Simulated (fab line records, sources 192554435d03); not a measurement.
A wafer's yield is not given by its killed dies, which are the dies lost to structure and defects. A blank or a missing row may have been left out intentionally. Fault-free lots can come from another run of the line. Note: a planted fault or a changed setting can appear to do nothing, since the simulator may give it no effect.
Matching of chambers	flow n5Finfet	rieDiel-01 running N5_BEOL_M0_ETCH_138: 4 sister chambers
The step etches SiCN in CH3F/O2, target depth 12 nm, time 31.6 s. 8 wafers are shown with their chamber, then 8 later ones without.

== WAFERS, EACH WITH ITS CHAMBER ==
wafer	chamber	throttleValvePct (%)	drypumpMotorCurrentA (A)
L076.6	0	16.04	5.1
L081.5	3	16.27	5.5
L080.4	0	16.08	5.1
L080.5	1	16.53	5.6
L083.1	2	16.95	5.9
L083.3	1	16.54	5.6
L083.5	3	16.28	5.5
L084.3	2	16.95	5.8

== WAFERS WITHOUT THEIR CHAMBER ==
wafer	throttleValvePct (%)	drypumpMotorCurrentA (A)
L084.4	16.29	5.5
L084.5	16.08	5.1
L085.1	16.31	5.5
L085.4	16.55	5.6
L085.5	16.55	5.5
L088.2	16.96	5.8
L088.4	16.54	5.6
L088.6	16.33	5.5

== THE CHAMBER EACH PASSED THROUGH ==
wafer	from the rows above	in truth
L084.4	3	3
L084.5	0	0
L085.1	3	3
L085.4	1	1
L085.5	1	1
L088.2	2	2
L088.4	1	1
L088.6	3	3
Placed correctly: 8 of 8. Can't be placed from these rows: 0. Wrongly placed: 0.
How it was worked out, from the rows above alone: a wafer's distance from a chamber is the root of the sum, over the readings, of the square of ((its reading less the chamber's mean) divided by the reading's scatter). If the next closest chamber is less than 2 further off than the closest, the wafer can't be placed; otherwise it belongs to the closest. A chamber's mean is the mean of its shown wafers. The scatter is the square root of a quotient: the sum, over the shown wafers, of each reading's squared deviation from its chamber's mean, divided by wafers minus chambers.
